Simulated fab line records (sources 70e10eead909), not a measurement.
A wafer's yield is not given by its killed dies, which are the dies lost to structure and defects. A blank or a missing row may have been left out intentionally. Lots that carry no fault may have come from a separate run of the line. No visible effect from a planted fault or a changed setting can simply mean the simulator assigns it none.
fab line records -- flow nandHarc
record: lots: 6, wafers: 18, lastDay: 25
route steps=1159 shown P_M1@313 P_M2@318
lots that met no fault: from a run of the same line without faults
startH: hours from the record's opening day to when the first of the lot's shown wafers began -- waitH: how many hours have passed since the lot's step before this one -- " the same as in the row above -- L1.1+2: a single row standing in for several wafers -- - no value present, or no start provided -- * or withheld: withheld -- < > ~ a bound
route shown NAME@n: NAME is a module with steps in the file, n the number in the route of the first one -- usual: mean/standard deviation taken from wafers without a fault -- same: alike in all rows -- chamber/n: place in a boat -- sites: each site's reading -- _std_site: the values' standard deviation -- _edge_site: mean of outer sites minus mean of inner sites -- radiusMm: for every site, how far away it sits from the centre of the wafer -- mask NAME#n: copy n -- behind: the tool/chamber that last shaped the wafer -- hold: why the lot was held/for how many hours/how that ended -- device: the n, p or np transistor that did not switch -- end of line: the tests these same wafers got at the end of their route -- a step without rows: its recipe alone -- killed: not the wafer's yield, but the dies lost to structure and defects at the first sort -- map: a wafer's dies, x killed, . not, _ none there
set.NAME: the setting as run; set.NAME@STEP: as run at that earlier step -- model.NAME: the simulator's own value behind a step, which no gauge read
certain route steps with their lots: each step a table, each wafer a row
services: from which hour (startH, from the record's first day; less than 0 if before it) a tool's chamber was out of use, for how many hours, and why
== steps ==
step: NHARC_P_M1_SRD_25
step: NHARC_P_M1_INSPECT_27
usual: rawDefectCount: 328/110
lot.wafer,tool,chamber,startH,waitH,rawDefectCount
L598.3,defectInspect-02,-,146.43,0.0,390
L598.4,defectInspect-02,-,146.43,0.0,512
L598.5,defectInspect-02,-,146.43,0.0,357
L599.2,defectInspect-02,-,169.31,0.0,346
L599.5,defectInspect-02,-,169.31,0.0,335
L599.6,defectInspect-02,-,169.31,0.0,362
L604.2,defectInspect-02,-,198.35,0.0,497
L604.5,defectInspect-02,-,198.35,0.0,348
L604.6,defectInspect-02,-,198.35,0.0,310
L608.1,defectInspect-02,-,200.49,0.0,327
L608.2,defectInspect-02,-,200.49,0.0,363
L608.4,defectInspect-02,-,200.49,0.0,269
L612.1,defectInspect-01,-,235.96,0.0,290
L612.4,defectInspect-01,-,235.96,0.0,414
L612.5,defectInspect-01,-,235.96,0.0,554
L616.3,defectInspect-02,-,260.24,0.0,473
L616.4,defectInspect-02,-,260.24,0.0,791
L616.6,defectInspect-02,-,260.24,0.0,263
step: NHARC_P_M1_PRE_CLEAN_32
recipe: timeS: 12, tempC: 370, rfPowerW: 300, gas: NH3
usual: heaterPowerW: 649/70
lot.wafer,tool,chamber,startH,waitH,heaterPowerW
L598.3,pecvd-03,1,146.52,0.1,598
L598.5,pecvd-03,2,146.52,0.1,672
L598.4,pecvd-03,1,146.52,0.1,602
L599.2,pecvd-01,0,169.39,0.1,619
L599.6,pecvd-01,2,169.39,0.1,648
L599.5,pecvd-01,1,169.39,0.1,791
L604.2,pecvd-01,2,198.54,0.2,595
L604.5,pecvd-01,0,198.54,0.2,591
L604.6,pecvd-01,2,198.54,0.2,593
L608.2,pecvd-01,1,200.55,0.1,761
L608.1,pecvd-01,0,200.55,0.1,664
L608.4,pecvd-01,1,200.55,0.1,741
L612.1,pecvd-04,2,236.04,0.1,708
L612.5,pecvd-04,1,236.04,0.1,621
L612.4,pecvd-04,0,236.04,0.1,517
L616.3,pecvd-03,0,260.35,0.1,688
L616.4,pecvd-03,1,260.35,0.1,717
L616.6,pecvd-03,0,260.35,0.1,691
step: NHARC_P_M1_DEP_33
recipe: targetThkA: 300, tempC: 370, targetThkNm: 30, pressureTorr: 3, flowSccm: 200, rfW: 450, material: SiCN
usual: heaterPowerW: 597/69
lot.wafer,tool,chamber,startH,waitH,heaterPowerW
L598.3,pecvd-03,1,146.66,0.1,605
L598.5,pecvd-03,2,146.66,0.1,637
L598.4,pecvd-03,1,146.66,0.1,620
L599.2,pecvd-01,0,169.50,0.1,547
L599.6,pecvd-01,2,169.50,0.1,606
L599.5,pecvd-01,1,169.50,0.1,702
L604.2,pecvd-01,2,198.67,0.1,579
L604.5,pecvd-01,0,198.67,0.1,593
L604.6,pecvd-01,2,198.67,0.1,588
L608.2,pecvd-01,1,200.64,0.1,721
L608.1,pecvd-01,0,200.64,0.1,592
L608.4,pecvd-01,1,200.64,0.1,748
L612.1,pecvd-04,2,236.15,0.1,680
L612.5,pecvd-04,1,236.15,0.1,591
L612.4,pecvd-04,0,236.15,0.1,451
L616.3,pecvd-03,0,260.55,0.2,594
L616.4,pecvd-03,1,260.55,0.2,660
L616.6,pecvd-03,0,260.55,0.2,578
step: NHARC_P_M2_DEP_00
recipe: targetThkA: 1825, targetThkNm: 182.5, tempC: withheld, pressureTorr: 5, flowSccm: 200, rfW: 600, material: SiOC
step: NHARC_P_M2_DEHYDRATE_01
recipe: tempC: 150, timeS: 120
step: NHARC_P_M2_HMDS_02
recipe: timeS: 30
step: NHARC_P_M2_COAT_34
recipe: tempC: 200, timeS: 65
step: NHARC_P_M2_COAT_03
recipe: spinRpm: 1500, resistThkNm: 90
step: NHARC_P_M2_SOFTBAKE_04
recipe: tempC: 105, timeS: 55
step: NHARC_P_M2_EBR_05
step: NHARC_P_M2_EXPOSE_06
recipe: na: 1.35, targetCdNm: 170, doseMj: 80.78, maskId: P_M2
usual: exposureDoseMJCm2: 80.73/0.072, focusOffsetNm: 0.1/0.49
lot.wafer,tool,chamber,startH,waitH,mask,exposureDoseMJCm2,focusOffsetNm
L598.3,arfiScanner-02,0,147.70,-,P_M2#0,80.75,0.6
L598.4,arfiScanner-02,0,147.70,-,P_M2#0,80.82,-0.5
L598.5,arfiScanner-02,0,147.70,-,P_M2#0,80.73,-0.4
L599.2,arfiScanner-03,0,170.44,-,P_M2#0,80.76,0.3
L599.5,arfiScanner-03,0,170.44,-,P_M2#0,80.81,-0.1
L599.6,arfiScanner-03,0,170.44,-,P_M2#0,80.78,0.0
L604.2,arfiScanner-02,-,199.59,-,P_M2#0,-,-
L604.5,arfiScanner-02,-,199.59,-,P_M2#0,-,-
L604.6,arfiScanner-02,-,199.59,-,P_M2#0,-,-
L608.1,arfiScanner-01,-,201.74,-,P_M2#0,-,-
L608.2,arfiScanner-01,-,201.74,-,P_M2#0,-,-
L608.4,arfiScanner-01,-,201.74,-,P_M2#0,-,-
L612.1,arfiScanner-02,0,237.08,-,P_M2#0,80.80,0.6
L612.4,arfiScanner-02,0,237.08,-,P_M2#0,80.72,1.2
L612.5,arfiScanner-02,0,237.08,-,P_M2#0,80.66,0.5
L616.3,arfiScanner-03,0,261.64,-,P_M2#0,80.63,-0.7
L616.4,arfiScanner-03,0,261.64,-,P_M2#0,80.75,-1.1
L616.6,arfiScanner-03,0,261.64,-,P_M2#0,80.71,-0.2
step: NHARC_P_M2_PEB_07
recipe: pebTempC: 100, pebTimeS: 65
== services ==
tool,chamber,startH,hours,kind
pecvd-03,0,123.80,10.4,repair
pecvd-03,1,124.00,-,clean
pecvd-03,2,124.00,-,clean
arfiScanner-02,-,129.37,4.0,pm
arfiScanner-03,-,140.00,4.0,pm
pecvd-04,-,161.75,0.4,repair
pecvd-01,-,162.00,1.1,repair
arfiScanner-02,0,185.54,-,calibration
pecvd-04,-,195.70,13.0,pm
arfiScanner-01,-,196.00,4.0,pm
arfiScanner-03,-,201.08,2.6,repair
pecvd-01,2,206.82,3.9,repair
arfiScanner-01,-,211.15,0.7,repair
pecvd-03,-,230.20,2.3,repair
pecvd-01,-,237.00,13.0,pm
pecvd-01,0,237.00,13.0,ventCycle
pecvd-01,1,237.00,13.0,ventCycle
pecvd-01,2,237.00,13.0,ventCycle
arfiScanner-03,-,237.11,0.8,repair
arfiScanner-01,-,242.55,1.0,repair
pecvd-01,0,250.00,-,clean
pecvd-01,1,250.00,-,clean
pecvd-01,2,250.00,-,clean
pecvd-03,2,253.54,20.1,repair
== key ==
firstSign: step: NHARC_P_M2_EXPOSE_06, reading: toolRecord, direction: missing
effect none on later readings
metAt NHARC_P_M2_EXPOSE_06
struckWafers L604.2,L604.5,L604.6,L608.1,L608.2,L608.4
laterRowsLeftOut L604.2,L604.5,L604.6,L608.1,L608.2,L608.4
sortLeftOut L604.2,L604.5,L604.6,L608.1,L608.2,L608.4
onsetBetween 147.70 199.59
fault: kind: skippedStepWhole, tool: arfiScanner-01,arfiScanner-02, chamber: -, onsetH: 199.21, steps: NHARC_P_M2_EXPOSE_06, scope: struckLotsOnly
sortLeftOut: the simulated sort isn't trusted on such a fault, so these wafers' sort isn't shown, and their yield isn't known
laterRowsLeftOut: the simulator's readings of these wafers behind a module that went badly wrong aren't trusted and aren't shown, but for the sort
